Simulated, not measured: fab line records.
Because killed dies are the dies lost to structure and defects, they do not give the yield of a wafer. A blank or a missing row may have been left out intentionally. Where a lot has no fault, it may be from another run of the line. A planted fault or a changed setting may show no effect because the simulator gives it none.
Matching of chambers :: flow n5 finfet :: 3 sister chambers for N5_BEOL_M6_PECVD_70 on pecvd-04
The step deposits SiO2 from TEOS/O2, target thk 20 nm, time 22.7 s. 6 wafers are shown with their chamber, then 11 later ones without.

WAFERS WITH THEIR CHAMBER
wafer: L086.5
chamber: 2
throttle valve pct (%): 21.5
showerhead plenum p Torr (Torr): 8.70

wafer: L089.3
chamber: 1
throttle valve pct (%): 23.8
showerhead plenum p Torr (Torr): 8.85

wafer: L089.5
chamber: 1
throttle valve pct (%): 24.0
showerhead plenum p Torr (Torr): 8.87

wafer: L088.2
chamber: 2
throttle valve pct (%): 21.5
showerhead plenum p Torr (Torr): 8.70

wafer: L088.4
chamber: 0
throttle valve pct (%): 23.4
showerhead plenum p Torr (Torr): 8.65

wafer: L092.1
chamber: 0
throttle valve pct (%): 23.4
showerhead plenum p Torr (Torr): 8.67

WAFERS WITHOUT THEIR CHAMBER
wafer: L092.2
throttle valve pct (%): 21.4
showerhead plenum p Torr (Torr): 8.69

wafer: L092.4
throttle valve pct (%): 21.7
showerhead plenum p Torr (Torr): 8.72

wafer: L094.1
throttle valve pct (%): 21.5
showerhead plenum p Torr (Torr): 8.70

wafer: L094.3
throttle valve pct (%): 23.3
showerhead plenum p Torr (Torr): 8.66

wafer: L094.4
throttle valve pct (%): 23.9
showerhead plenum p Torr (Torr): 8.85

wafer: L093.1
throttle valve pct (%): 23.3
showerhead plenum p Torr (Torr): 8.67

wafer: L093.3
throttle valve pct (%): 21.6
showerhead plenum p Torr (Torr): 8.67

wafer: L093.5
throttle valve pct (%): 23.4
showerhead plenum p Torr (Torr): 8.67

wafer: L096.2
throttle valve pct (%): 23.4
showerhead plenum p Torr (Torr): 8.66

wafer: L096.4
throttle valve pct (%): 23.6
showerhead plenum p Torr (Torr): 8.67

wafer: L096.6
throttle valve pct (%): 21.5
showerhead plenum p Torr (Torr): 8.70

EACH ONE'S CHAMBER
wafer: L092.2
from the rows above: 2
in truth: 2

wafer: L092.4
from the rows above: 2
in truth: 2

wafer: L094.1
from the rows above: 2
in truth: 2

wafer: L094.3
from the rows above: 0
in truth: 0

wafer: L094.4
from the rows above: 1
in truth: 1

wafer: L093.1
from the rows above: 0
in truth: 0

wafer: L093.3
from the rows above: 2
in truth: 2

wafer: L093.5
from the rows above: 0
in truth: 0

wafer: L096.2
from the rows above: 0
in truth: 0

wafer: L096.4
from the rows above: 0
in truth: 0

wafer: L096.6
from the rows above: 2
in truth: 2
Correctly placed: 11 of 11. Can't be placed from these rows: 0. Number placed wrongly: 0.
How it was worked out, from the rows above alone: a wafer's distance from a chamber is the root of the sum, over the readings, of the square of ((its reading less the chamber's mean) divided by the reading's scatter). The wafer belongs to the nearest chamber; if the next one is less than 2 further off, it can't be placed. For every chamber, the mean is computed from those of its wafers that are shown. The scatter: the root of (the sum of the squares of (reading less its chamber's mean) over the shown wafers, divided by (wafers less chambers)).
